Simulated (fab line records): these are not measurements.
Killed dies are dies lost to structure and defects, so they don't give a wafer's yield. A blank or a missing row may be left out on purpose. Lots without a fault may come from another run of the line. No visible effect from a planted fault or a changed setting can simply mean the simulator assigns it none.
fab line records ; flow nandHarc ; part 1 of 2: steps 1 to 20 of 28
record lots=5; wafers=15; lastDay=24
route steps=1159 shown A_STAIRCASE@586
lots untouched by any fault: they come from a run of this same line in which no faults occurred
startH: hours from the record's first day to the start of the lot's first wafer shown ; waitH: hours since the lot's step before ; " same as the row above ; L1.1+2: a single row standing in for several wafers ; - value missing, or start not given ; * or withheld: withheld ; < > ~ a bound
route shown NAME@n: NAME is a module with steps in the file, n the number in the route of the first one ; usual: the fault-free wafers' mean and standard deviation ; same: alike in all rows ; chamber/n: place in a boat ; sites: per-site readings ; _std_site: the values' standard deviation ; _edge_site: inner sites' mean taken away from outer sites' mean ; radiusMm: for every site, how far away it sits from the centre of the wafer ; mask NAME#n: copy n ; behind: the tool/chamber that last shaped the wafer ; hold: what put the lot on hold/how long, in hours/how the hold closed ; device: the transistor (n, p or np) that didn't switch ; end of line: at the end of the route, the tests of the same wafers ; for a step that has no rows: nothing shown but its recipe ; killed: count of dies lost to structure and defects at first sort (not the wafer's yield) ; map: a wafer's dies, marking killed ones x, the rest . and places with no die _
set.NAME: the setting as run; set.NAME@STEP: as run at that earlier step ; model.NAME: the simulator's own value behind a step, which no gauge read
a table for each step, a row for each wafer; lots at some steps of the route
services: the hour from which a tool's chamber was out of use, counted from the record's first day as startH (under 0 if before that day), plus the number of hours and why
## steps
# step NHARC_A_STAIRCASE_ETCH_192
# recipe targetDepthA=1000; timeS=40.5; ionEnergyEv=400; c4f8FlowSccm=20; o2FlowSccm=10; arFlowSccm=withheld; rfW=600; biasW=1000; chemistry=C4F8/O2
# usual oesProductAu=0.942/0.013; rfVppV=894/4.6
lot.wafer;tool;chamber;startH;waitH;oesProductAu;rfHoursCounterH;rfVppV
L078.1;rieDiel-11;0;-;-;0.948;21;890
L078.2;rieDiel-11;1;-;-;0.934;22;899
L078.5;rieDiel-11;0;-;-;0.963;-;889
L075.2;rieDiel-11;3;-;-;0.927;22;894
L075.4;rieDiel-11;1;-;-;0.937;24;901
L075.5;rieDiel-11;3;-;-;0.934;-;893
L079.2;rieDiel-11;3;-;-;0.948;25;895
L079.1;rieDiel-11;0;-;-;0.952;26;889
L079.6;rieDiel-11;0;-;-;0.957;-;890
L092.2;rieDiel-11;1;-;-;0.947;57;899
L092.4;rieDiel-11;3;-;-;0.952;52;893
L092.5;rieDiel-11;1;-;-;0.941;-;899
L097.1;rieDiel-03;3;-;-;0.933;54;891
L097.4;rieDiel-03;0;-;-;0.934;-;897
L097.5;rieDiel-03;1;-;-;0.915;-;891
# step NHARC_A_STAIRCASE_TRIM_193
# recipe timeS=211.2; o2FlowSccm=500; arFlowSccm=0; biasW=0; chemistry=O2
# usual drypumpMotorCurrentA=5.9/0.43; oesProductAu=0.999/0.011; rfVppV=57.6/0.95; showerheadPlenumPTorr=3.49/0.13; throttleValvePct=17.037/0.0091
lot.wafer;tool;chamber;startH;waitH;drypumpMotorCurrentA;oesProductAu;rfHoursCounterH;rfVppV;showerheadPlenumPTorr;throttleValvePct
L078.1;rieDiel-11;0;-;-;6.0;1.007;21;56.3;3.37;17.042
L078.2;rieDiel-11;1;-;-;5.7;1.004;22;58.4;3.63;17.042
L078.5;rieDiel-11;3;-;-;6.0;0.996;-;57.2;3.47;17.037
L075.4;rieDiel-11;1;-;-;5.7;0.989;24;58.4;3.63;17.048
L075.2;rieDiel-11;2;-;-;6.5;0.999;23;56.7;3.42;17.029
L075.5;rieDiel-11;0;-;-;6.0;1.015;-;56.8;3.37;17.027
L079.2;rieDiel-11;2;-;-;6.4;1.019;26;57.8;3.42;17.042
L079.1;rieDiel-11;3;-;-;6.0;1.011;25;58.6;3.47;17.041
L079.6;rieDiel-11;2;-;-;6.4;1.003;-;55.7;3.42;17.048
L092.2;rieDiel-11;1;-;-;5.7;0.990;57;58.4;3.61;17.033
L092.4;rieDiel-11;3;-;-;6.1;1.005;52;58.5;3.45;17.049
L092.5;rieDiel-11;1;-;-;5.7;0.987;-;57.9;3.61;17.042
L097.1;rieDiel-03;1;-;-;5.3;0.984;54;57.8;3.38;17.038
L097.4;rieDiel-03;1;-;-;5.3;0.979;-;58.2;3.38;17.041
L097.5;rieDiel-03;3;-;-;5.2;0.983;-;58.5;3.38;17.032
# step NHARC_A_STAIRCASE_ETCH_194
# recipe targetDepthA=1000; timeS=40.5; ionEnergyEv=400; c4f8FlowSccm=20; o2FlowSccm=10; arFlowSccm=withheld; rfW=600; biasW=1000; chemistry=C4F8/O2
# usual oesProductAu=0.939/0.015; rfVppV=895/4.7
lot.wafer;tool;chamber;startH;waitH;oesProductAu;rfHoursCounterH;rfVppV
L078.1;rieDiel-11;0;-;-;0.941;21;891
L078.2;rieDiel-11;3;-;-;0.933;20;894
L078.5;rieDiel-11;1;-;-;0.941;-;900
L075.4;rieDiel-11;3;-;-;0.935;22;895
L075.2;rieDiel-11;1;-;-;0.935;24;899
L075.5;rieDiel-11;3;-;-;0.945;-;893
L079.2;rieDiel-11;2;-;-;0.951;26;891
L079.1;rieDiel-11;1;-;-;0.944;27;899
L079.6;rieDiel-11;2;-;-;0.947;-;891
L092.4;rieDiel-11;1;-;-;0.939;57;899
L092.2;rieDiel-11;3;-;-;0.950;53;893
L092.5;rieDiel-11;0;-;-;0.952;-;888
L097.1;rieDiel-03;3;-;-;0.901;54;891
L097.5;rieDiel-03;0;-;-;0.918;-;897
L097.4;rieDiel-03;3;-;-;0.895;-;890
# step NHARC_A_STAIRCASE_TRIM_196
# recipe timeS=211.2; o2FlowSccm=500; arFlowSccm=0; biasW=0; chemistry=O2
# usual drypumpMotorCurrentA=5.8/0.47; oesProductAu=0.998/0.012; rfVppV=57.7/0.83; showerheadPlenumPTorr=3.50/0.15; throttleValvePct=17.036/0.009
lot.wafer;tool;chamber;startH;waitH;drypumpMotorCurrentA;oesProductAu;rfHoursCounterH;rfVppV;showerheadPlenumPTorr;throttleValvePct
L078.1;rieDiel-02;2;256.94;0.1;6.5;0.998;37;56.9;3.27;17.032
L078.2;rieDiel-02;3;256.94;0.1;6.7;0.975;40;58.0;3.71;17.039
L078.5;rieDiel-02;1;256.94;0.1;5.4;0.975;-;57.6;3.30;17.032
L075.2;rieDiel-11;1;260.28;0.1;5.7;1.000;24;58.6;3.63;17.050
L075.4;rieDiel-11;0;260.28;0.1;6.1;1.015;23;58.1;3.37;17.047
L075.5;rieDiel-11;2;260.28;0.1;6.4;1.004;-;58.5;3.42;17.050
L079.2;rieDiel-11;0;266.18;0.1;6.1;1.021;26;57.0;3.37;17.037
L079.1;rieDiel-11;2;266.18;0.1;6.4;1.020;26;56.8;3.42;17.038
L079.6;rieDiel-11;1;266.18;0.1;5.7;0.994;-;58.2;3.63;17.034
L092.2;rieDiel-11;1;351.69;0.1;5.7;1.000;57;56.3;3.61;17.031
L092.4;rieDiel-11;2;351.69;0.1;6.4;1.005;56;58.7;3.40;17.047
L092.5;rieDiel-11;0;351.69;0.1;6.1;1.013;-;56.7;3.35;17.048
L097.4;rieDiel-03;2;372.41;0.1;5.7;1.010;56;57.2;3.62;17.028
L097.1;rieDiel-03;0;372.41;0.1;5.7;0.989;49;57.4;3.54;17.026
L097.5;rieDiel-03;2;372.41;0.1;5.7;1.011;-;57.6;3.62;17.054
# step NHARC_A_STAIRCASE_ETCH_197
# recipe targetDepthA=1000; timeS=40.5; ionEnergyEv=400; c4f8FlowSccm=20; o2FlowSccm=10; arFlowSccm=withheld; rfW=600; biasW=1000; chemistry=C4F8/O2
# usual oesProductAu=0.946/0.013; rfVppV=895/5.4
lot.wafer;tool;chamber;startH;waitH;oesProductAu;rfHoursCounterH;rfVppV
L078.1;rieDiel-02;2;-;-;0.981;37;886
L078.2;rieDiel-02;3;-;-;0.970;40;904
L078.5;rieDiel-02;2;-;-;0.982;-;886
L075.4;rieDiel-11;0;-;-;0.969;23;890
L075.2;rieDiel-11;2;-;-;0.939;24;893
L075.5;rieDiel-11;0;-;-;0.964;-;890
L079.1;rieDiel-11;0;-;-;0.960;26;891
L079.2;rieDiel-11;1;-;-;0.943;27;900
L079.6;rieDiel-11;0;-;-;0.948;-;890
L092.4;rieDiel-11;0;-;-;0.955;54;888
L092.2;rieDiel-11;3;-;-;0.956;53;892
L092.5;rieDiel-11;0;-;-;0.952;-;889
L097.4;rieDiel-03;2;-;-;0.932;57;898
L097.1;rieDiel-03;3;-;-;0.916;54;890
L097.5;rieDiel-03;0;-;-;0.934;-;898
# step NHARC_A_STAIRCASE_TRIM_198
# recipe timeS=211.2; o2FlowSccm=500; arFlowSccm=0; biasW=0; chemistry=O2
# usual drypumpMotorCurrentA=5.8/0.47; oesProductAu=0.997/0.012; rfVppV=57.7/0.96; showerheadPlenumPTorr=3.49/0.14; throttleValvePct=17.037/0.0089
lot.wafer;tool;chamber;startH;waitH;drypumpMotorCurrentA;oesProductAu;rfHoursCounterH;rfVppV;showerheadPlenumPTorr;throttleValvePct
L078.2;rieDiel-02;2;-;-;6.5;0.998;37;58.9;3.27;17.040
L078.1;rieDiel-02;1;-;-;5.4;0.984;39;56.4;3.31;17.048
L078.5;rieDiel-02;3;-;-;6.7;0.997;-;57.3;3.71;17.050
L075.4;rieDiel-11;2;-;-;6.4;1.009;24;56.7;3.42;17.023
L075.2;rieDiel-11;3;-;-;6.0;1.000;22;56.9;3.47;17.025
L075.5;rieDiel-11;3;-;-;6.0;0.999;-;56.7;3.47;17.038
L079.1;rieDiel-11;3;-;-;6.0;1.005;25;57.2;3.47;17.046
L079.2;rieDiel-11;0;-;-;6.2;1.013;26;57.2;3.37;17.055
L079.6;rieDiel-11;2;-;-;6.4;1.008;-;59.0;3.42;17.057
L092.2;rieDiel-11;0;-;-;6.1;1.008;54;57.4;3.35;17.043
L092.4;rieDiel-11;1;-;-;5.7;0.989;57;57.9;3.61;17.030
L092.5;rieDiel-11;1;-;-;5.7;0.997;-;57.8;3.61;17.033
L097.4;rieDiel-03;1;-;-;5.3;0.975;54;56.7;3.38;17.055
L097.1;rieDiel-03;2;-;-;5.7;1.010;57;58.3;3.62;17.034
L097.5;rieDiel-03;2;-;-;5.8;1.008;-;57.8;3.62;17.044
# step NHARC_A_STAIRCASE_ETCH_199
# recipe targetDepthA=1000; timeS=40.5; ionEnergyEv=400; c4f8FlowSccm=20; o2FlowSccm=10; arFlowSccm=withheld; rfW=600; biasW=1000; chemistry=C4F8/O2
# usual oesProductAu=0.945/0.018; rfVppV=895/5.1
lot.wafer;tool;chamber;startH;waitH;oesProductAu;rfHoursCounterH;rfVppV
L078.2;rieDiel-02;2;-;-;0.957;38;888
L078.1;rieDiel-02;1;-;-;0.941;39;887
L078.5;rieDiel-02;2;-;-;0.961;-;886
L075.2;rieDiel-11;0;-;-;0.957;24;890
L075.4;rieDiel-11;1;-;-;0.931;25;899
L075.5;rieDiel-11;3;-;-;0.944;-;894
L079.1;rieDiel-11;0;-;-;0.961;26;891
L079.2;rieDiel-11;2;-;-;0.942;26;893
L079.6;rieDiel-11;0;-;-;0.972;-;890
L092.4;rieDiel-11;3;-;-;0.953;53;893
L092.2;rieDiel-11;0;-;-;0.959;54;890
L092.5;rieDiel-11;0;-;-;0.955;-;888
L097.4;rieDiel-03;3;-;-;0.926;54;891
L097.1;rieDiel-03;0;-;-;0.945;49;897
L097.5;rieDiel-03;2;-;-;0.947;-;900
# step NHARC_A_STAIRCASE_TRIM_200
# recipe timeS=211.2; o2FlowSccm=500; arFlowSccm=0; biasW=0; chemistry=O2
# usual drypumpMotorCurrentA=5.8/0.46; oesProductAu=0.996/0.012; rfVppV=57.6/0.91; showerheadPlenumPTorr=3.49/0.14; throttleValvePct=17.036/0.0094
lot.wafer;tool;chamber;startH;waitH;drypumpMotorCurrentA;oesProductAu;rfHoursCounterH;rfVppV;showerheadPlenumPTorr;throttleValvePct
L078.1;rieDiel-02;1;-;-;5.4;0.991;39;56.3;3.31;17.042
L078.2;rieDiel-02;2;-;-;6.4;1.000;38;55.4;3.28;17.020
L078.5;rieDiel-02;0;-;-;5.4;0.990;-;58.1;3.67;17.035
L075.2;rieDiel-11;0;-;-;6.1;1.009;24;55.5;3.37;17.038
L075.4;rieDiel-11;1;-;-;5.7;0.984;25;56.9;3.63;17.038
L075.5;rieDiel-11;0;-;-;6.1;1.012;-;57.7;3.37;17.041
L079.2;rieDiel-11;2;-;-;6.4;1.016;26;56.5;3.42;17.052
L079.1;rieDiel-11;3;-;-;6.0;1.007;25;57.3;3.47;17.058
L079.6;rieDiel-11;3;-;-;6.0;1.003;-;58.3;3.47;17.040
L092.4;rieDiel-11;2;-;-;6.4;1.005;56;57.2;3.40;17.044
L092.2;rieDiel-11;0;-;-;6.1;1.008;54;57.2;3.35;17.031
L092.5;rieDiel-11;1;-;-;5.7;0.995;-;58.6;3.61;17.049
L097.4;rieDiel-03;0;-;-;5.7;0.996;49;58.1;3.54;17.025
L097.1;rieDiel-03;2;-;-;5.8;1.018;57;56.9;3.62;17.052
L097.5;rieDiel-03;0;-;-;5.7;1.002;-;57.3;3.54;17.018
# step NHARC_A_STAIRCASE_ETCH_201
# recipe targetDepthA=1000; timeS=40.5; ionEnergyEv=400; c4f8FlowSccm=20; o2FlowSccm=10; arFlowSccm=withheld; rfW=600; biasW=1000; chemistry=C4F8/O2
# usual oesProductAu=0.943/0.019; rfVppV=894/5.2
lot.wafer;tool;chamber;startH;waitH;oesProductAu;rfHoursCounterH;rfVppV
L078.1;rieDiel-02;0;-;-;0.908;42;900
L078.2;rieDiel-02;3;-;-;0.912;41;901
L078.5;rieDiel-02;0;-;-;0.915;-;902
L075.4;rieDiel-11;2;-;-;0.942;24;892
L075.2;rieDiel-11;3;-;-;0.920;23;893
L075.5;rieDiel-11;1;-;-;0.933;-;900
L079.2;rieDiel-11;0;-;-;0.963;26;890
L079.1;rieDiel-11;2;-;-;0.949;26;892
L079.6;rieDiel-11;0;-;-;0.963;-;890
L092.4;rieDiel-11;2;-;-;0.946;57;891
L092.2;rieDiel-11;3;-;-;0.951;53;892
L092.5;rieDiel-11;2;-;-;0.958;-;891
L097.1;rieDiel-03;0;-;-;0.928;49;897
L097.4;rieDiel-03;2;-;-;0.958;57;900
L097.5;rieDiel-03;0;-;-;0.934;-;896
# step NHARC_A_STAIRCASE_TRIM_202
# recipe timeS=211.2; o2FlowSccm=500; arFlowSccm=0; biasW=0; chemistry=O2
# usual drypumpMotorCurrentA=5.8/0.46; oesProductAu=0.997/0.012; rfVppV=57.7/0.92; showerheadPlenumPTorr=3.49/0.14; throttleValvePct=17.036/0.0095
lot.wafer;tool;chamber;startH;waitH;drypumpMotorCurrentA;oesProductAu;rfHoursCounterH;rfVppV;showerheadPlenumPTorr;throttleValvePct
L078.1;rieDiel-02;2;-;-;6.4;0.998;38;56.5;3.27;17.036
L078.2;rieDiel-02;3;-;-;6.7;0.994;41;58.0;3.71;17.051
L078.5;rieDiel-02;0;-;-;5.4;0.995;-;58.7;3.67;17.027
L075.2;rieDiel-11;2;-;-;6.4;1.009;24;57.5;3.42;17.015
L075.4;rieDiel-11;1;-;-;5.7;0.989;25;57.5;3.63;17.037
L075.5;rieDiel-11;3;-;-;6.0;0.996;-;57.9;3.47;17.035
L079.2;rieDiel-11;2;-;-;6.4;1.014;26;57.8;3.42;17.048
L079.1;rieDiel-11;3;-;-;6.0;0.993;25;58.3;3.47;17.036
L079.6;rieDiel-11;3;-;-;6.0;0.996;-;56.6;3.47;17.044
L092.4;rieDiel-11;2;-;-;6.4;1.010;57;57.4;3.40;17.042
L092.2;rieDiel-11;0;-;-;6.1;1.004;54;56.6;3.35;17.029
L092.5;rieDiel-11;2;-;-;6.4;1.000;-;57.4;3.40;17.016
L097.1;rieDiel-03;0;-;-;5.7;1.000;49;57.8;3.54;17.033
L097.4;rieDiel-03;1;-;-;5.3;0.971;54;57.7;3.38;17.031
L097.5;rieDiel-03;0;-;-;5.7;0.993;-;57.9;3.54;17.040
# step NHARC_A_STAIRCASE_ETCH_203
# recipe targetDepthA=1000; timeS=40.5; ionEnergyEv=400; c4f8FlowSccm=20; o2FlowSccm=10; arFlowSccm=withheld; rfW=600; biasW=1000; chemistry=C4F8/O2
# usual oesProductAu=0.942/0.018; rfVppV=895/5.3
lot.wafer;tool;chamber;startH;waitH;oesProductAu;rfHoursCounterH;rfVppV
L078.2;rieDiel-02;0;-;-;0.919;42;902
L078.1;rieDiel-02;2;-;-;0.935;38;886
L078.5;rieDiel-02;2;-;-;0.934;-;887
L075.2;rieDiel-11;1;-;-;0.917;25;898
L075.4;rieDiel-11;0;-;-;0.944;24;889
L075.5;rieDiel-11;1;-;-;0.930;-;900
L079.1;rieDiel-11;2;-;-;0.946;26;891
L079.2;rieDiel-11;3;-;-;0.932;25;895
L079.6;rieDiel-11;1;-;-;0.947;-;900
L092.4;rieDiel-11;2;-;-;0.944;57;890
L092.2;rieDiel-11;3;-;-;0.953;53;893
L092.5;rieDiel-11;3;-;-;0.957;-;893
L097.1;rieDiel-03;3;-;-;0.931;55;891
L097.4;rieDiel-03;1;-;-;0.923;54;891
L097.5;rieDiel-03;3;-;-;0.924;-;890
# step NHARC_A_STAIRCASE_STRIP_205
# recipe powerW=1500; tempC=250; chemistry=O2
# usual drypumpMotorCurrentA=5.7/0.58; heaterPowerW=349/21
lot.wafer;tool;chamber;startH;waitH;drypumpMotorCurrentA;heaterPowerW;rfHoursCounterH
L078.1;plasmaAsher-02;0;258.50;0.1;6.4;357;22
L078.2;plasmaAsher-02;1;258.50;0.1;5.1;359;22
L078.5;plasmaAsher-02;0;258.50;0.1;6.4;364;-
L075.2;plasmaAsher-01;0;262.49;0.8;5.2;308;56
L075.4;plasmaAsher-01;1;262.49;0.8;6.2;348;-
L075.5;plasmaAsher-01;1;262.49;0.8;6.2;351;-
L079.2;plasmaAsher-01;1;267.24;0.1;6.2;356;58
L079.1;plasmaAsher-01;0;267.24;0.1;5.2;302;58
L079.6;plasmaAsher-01;1;267.24;0.1;6.2;353;-
L092.2;plasmaAsher-02;0;352.87;0.1;6.4;346;61
L092.4;plasmaAsher-02;1;352.87;0.1;5.1;353;-
L092.5;plasmaAsher-02;0;352.87;0.1;6.4;356;-
L097.1;plasmaAsher-02;0;373.74;0.3;6.4;365;1
L097.4;plasmaAsher-02;0;373.74;0.3;6.4;363;-
L097.5;plasmaAsher-02;1;373.74;0.3;5.1;367;-
# step NHARC_A_STAIRCASE_STRIP_206
# recipe timeS=900; tempC=130; chemistry=SPM
lot.wafer;tool;chamber;startH;waitH
L078.2+1+5;wetBench-09;1,2,5;258.85;0.3
L075.4+2+5;wetBench-07;7,0,1;262.82;0.2
L079.1+2+6;wetBench-03;1,4,5;267.59;0.3
L092.2+4+5;wetBench-07;1,4,5;353.18;0.3
L097.4+5+1;wetBench-09;7,1,3;374.05;0.2
# step NHARC_A_STAIRCASE_PRECLEAN_207
# recipe timeS=*; tempC=50; bathAgeMin=0; chemistry=SC1
# usual diwFlowMLMin=1415/4.5
lot.wafer;tool;chamber;startH;waitH;diwFlowMLMin
L078.2;wetBench-09;1;-;-;1416
L078.1;wetBench-09;2;-;-;1409
L078.5;wetBench-09;5;-;-;1416
L075.4;wetBench-07;7;-;-;1420
L075.2;wetBench-07;0;-;-;1416
L075.5;wetBench-07;1;-;-;1409
L079.1;wetBench-03;1;-;-;1419
L079.2;wetBench-03;4;-;-;1409
L079.6;wetBench-03;5;-;-;1414
L092.2;wetBench-07;1;-;-;1421
L092.4;wetBench-07;4;-;-;1419
L092.5;wetBench-07;5;-;-;1417
L097.4;wetBench-09;7;-;-;1415
L097.5;wetBench-09;1;-;-;1416
L097.1;wetBench-09;3;-;-;1417
# step NHARC_A_STAIRCASE_SRD_208
lot.wafer;tool;chamber;startH;waitH
L078.2+1+5;wetBench-09;1,2,5;-;-
L075.4+2+5;wetBench-07;7,0,1;-;-
L079.1+2+6;wetBench-03;1,4,5;-;-
L092.2+4+5;wetBench-07;1,4,5;-;-
L097.4+5+1;wetBench-09;7,1,3;-;-
# step NHARC_A_STAIRCASE_DEHYDRATE_209
# recipe tempC=150; timeS=120
# usual exhaustPa=45.1/0.85; plateTempC=149.99/0.14
lot.wafer;tool;chamber;startH;waitH;exhaustPa;plateTempC
L078.1;lithoTrack-05;0;259.30;-;45.4;149.93
L078.2;lithoTrack-05;0;259.30;-;43.1;150.01
L078.5;lithoTrack-05;0;259.30;-;43.9;150.04
L075.2;lithoTrack-07;0;263.26;-;45.8;149.73
L075.4;lithoTrack-07;0;263.26;-;44.6;149.89
L075.5;lithoTrack-07;0;263.26;-;44.8;149.72
L079.1;lithoTrack-02;0;268.05;-;45.2;150.13
L079.2;lithoTrack-02;0;268.05;-;44.3;150.22
L079.6;lithoTrack-02;0;268.05;-;45.0;150.15
L092.2;lithoTrack-02;0;353.63;-;44.6;150.25
L092.4;lithoTrack-02;0;353.63;-;44.9;150.12
L092.5;lithoTrack-02;0;353.63;-;44.8;150.01
L097.1;lithoTrack-02;0;374.50;-;45.3;150.20
L097.4;lithoTrack-02;0;374.50;-;44.4;150.24
L097.5;lithoTrack-02;0;374.50;-;44.9;150.00
# step NHARC_A_STAIRCASE_HMDS_210
# recipe timeS=30
# usual exhaustPa=44.8/0.89
lot.wafer;tool;chamber;startH;waitH;exhaustPa
L078.1;lithoTrack-05;0;-;-;44.5
L078.2;lithoTrack-05;0;-;-;44.8
L078.5;lithoTrack-05;0;-;-;44.2
L075.2;lithoTrack-07;0;-;-;44.4
L075.4;lithoTrack-07;0;-;-;45.3
L075.5;lithoTrack-07;0;-;-;44.8
L079.1;lithoTrack-02;0;-;-;46.7
L079.2;lithoTrack-02;0;-;-;44.2
L079.6;lithoTrack-02;0;-;-;47.1
L092.2;lithoTrack-02;0;-;-;45.4
L092.4;lithoTrack-02;0;-;-;44.4
L092.5;lithoTrack-02;0;-;-;44.1
L097.1;lithoTrack-02;0;-;-;46.4
L097.4;lithoTrack-02;0;-;-;45.0
L097.5;lithoTrack-02;0;-;-;44.7
# step NHARC_A_STAIRCASE_COAT_211
# recipe spinRpm=1200
# usual exhaustPa=45.2/0.74
lot.wafer;tool;chamber;startH;waitH;exhaustPa
L078.1;lithoTrack-05;0;-;-;44.3
L078.2;lithoTrack-05;0;-;-;45.4
L078.5;lithoTrack-05;0;-;-;44.8
L075.2;lithoTrack-07;0;-;-;44.1
L075.4;lithoTrack-07;0;-;-;44.7
L075.5;lithoTrack-07;0;-;-;44.0
L079.1;lithoTrack-02;0;-;-;45.8
L079.2;lithoTrack-02;0;-;-;44.7
L079.6;lithoTrack-02;0;-;-;46.3
L092.2;lithoTrack-02;0;-;-;45.9
L092.4;lithoTrack-02;0;-;-;44.9
L092.5;lithoTrack-02;0;-;-;44.3
L097.1;lithoTrack-02;0;-;-;44.9
L097.4;lithoTrack-02;0;-;-;45.2
L097.5;lithoTrack-02;0;-;-;46.3
# step NHARC_A_STAIRCASE_SOFTBAKE_212
# recipe tempC=135; timeS=170
# usual exhaustPa=45.0/0.87; plateTempC=135.00/0.15
lot.wafer;tool;chamber;startH;waitH;exhaustPa;plateTempC
L078.1;lithoTrack-05;0;-;-;44.2;134.87
L078.2;lithoTrack-05;0;-;-;44.6;134.84
L078.5;lithoTrack-05;0;-;-;44.8;135.19
L075.2;lithoTrack-07;0;-;-;44.1;135.15
L075.4;lithoTrack-07;0;-;-;45.6;135.14
L075.5;lithoTrack-07;0;-;-;44.2;135.23
L079.1;lithoTrack-02;0;-;-;45.1;135.25
L079.2;lithoTrack-02;0;-;-;44.1;135.04
L079.6;lithoTrack-02;0;-;-;45.9;134.92
L092.2;lithoTrack-02;0;-;-;45.8;135.07
L092.4;lithoTrack-02;0;-;-;45.0;134.96
L092.5;lithoTrack-02;0;-;-;46.4;134.96
L097.1;lithoTrack-02;0;-;-;45.0;135.03
L097.4;lithoTrack-02;0;-;-;45.0;134.88
L097.5;lithoTrack-02;0;-;-;46.2;134.82
# step NHARC_A_STAIRCASE_EBR_213
# usual exhaustPa=44.9/0.92
lot.wafer;tool;chamber;startH;waitH;exhaustPa
L078.1;lithoTrack-05;0;-;-;44.8
L078.2;lithoTrack-05;0;-;-;45.0
L078.5;lithoTrack-05;0;-;-;44.8
L075.2;lithoTrack-07;0;-;-;45.1
L075.4;lithoTrack-07;0;-;-;44.0
L075.5;lithoTrack-07;0;-;-;44.5
L079.1;lithoTrack-02;0;-;-;46.2
L079.2;lithoTrack-02;0;-;-;47.0
L079.6;lithoTrack-02;0;-;-;44.4
L092.2;lithoTrack-02;0;-;-;42.6
L092.4;lithoTrack-02;0;-;-;43.3
L092.5;lithoTrack-02;0;-;-;44.2
L097.1;lithoTrack-02;0;-;-;45.9
L097.4;lithoTrack-02;0;-;-;45.2
L097.5;lithoTrack-02;0;-;-;46.4
